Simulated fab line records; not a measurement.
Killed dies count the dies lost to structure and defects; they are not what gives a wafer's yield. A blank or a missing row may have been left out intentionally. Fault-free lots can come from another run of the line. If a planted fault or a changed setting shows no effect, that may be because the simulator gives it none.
Matching of chambers | flow n5Finfet | N5_BEOL_M6_CURE_74 on uvCure-01: 3 sister chambers
The step cures SiCOH lowk, time 240 s. 3 wafers are shown with their chamber, then 10 later ones without.

== WAFERS WITH THEIR CHAMBER ==
wafer  | chamber | wafer_temp_C_max
L076.4 | 0       | 387.5
L085.6 | 2       | 386.4
L088.2 | 1       | 386.3

== WAFERS MISSING THEIR CHAMBER ==
wafer  | wafer_temp_C_max
L088.4 | 386.6
L093.2 | 386.7
L093.3 | 386.7
L093.4 | 386.5
L092.4 | 386.7
L092.5 | 387.2
L092.6 | 387.1
L096.1 | 386.8
L096.5 | 387.2
L096.6 | 386.6

== WHICH CHAMBER EACH WENT THROUGH ==
wafer  | from the rows above          | in truth
L088.4 | can't be placed: 2 or 1      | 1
L093.2 | can't be placed: 2 or 1 or 0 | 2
L093.3 | can't be placed: 2 or 1 or 0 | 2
L093.4 | can't be placed: 2 or 1      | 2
L092.4 | can't be placed: 2 or 1 or 0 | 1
L092.5 | can't be placed: 0 or 2      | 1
L092.6 | can't be placed: 0 or 2 or 1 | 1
L096.1 | can't be placed: 2 or 1 or 0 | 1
L096.5 | can't be placed: 0 or 2      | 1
L096.6 | can't be placed: 2 or 1      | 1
Correctly placed: 0 of 10. Cannot be placed on the basis of these rows: 10; the candidates contain the true chamber in 8. Number placed wrongly: 0.
How it was worked out, from the rows above alone: a wafer's distance from a chamber is the root of the sum, over the readings, of the square of ((its reading less the chamber's mean) divided by the reading's scatter). If the next closest chamber is less than 2 further off than the closest, the wafer can't be placed; otherwise it belongs to the closest. For every chamber, the mean is computed from those of its wafers that are shown. The scatter (one wafer shown for each chamber): square how far every hidden wafer sits from the nearest shown wafer, average those squares and take the square root.
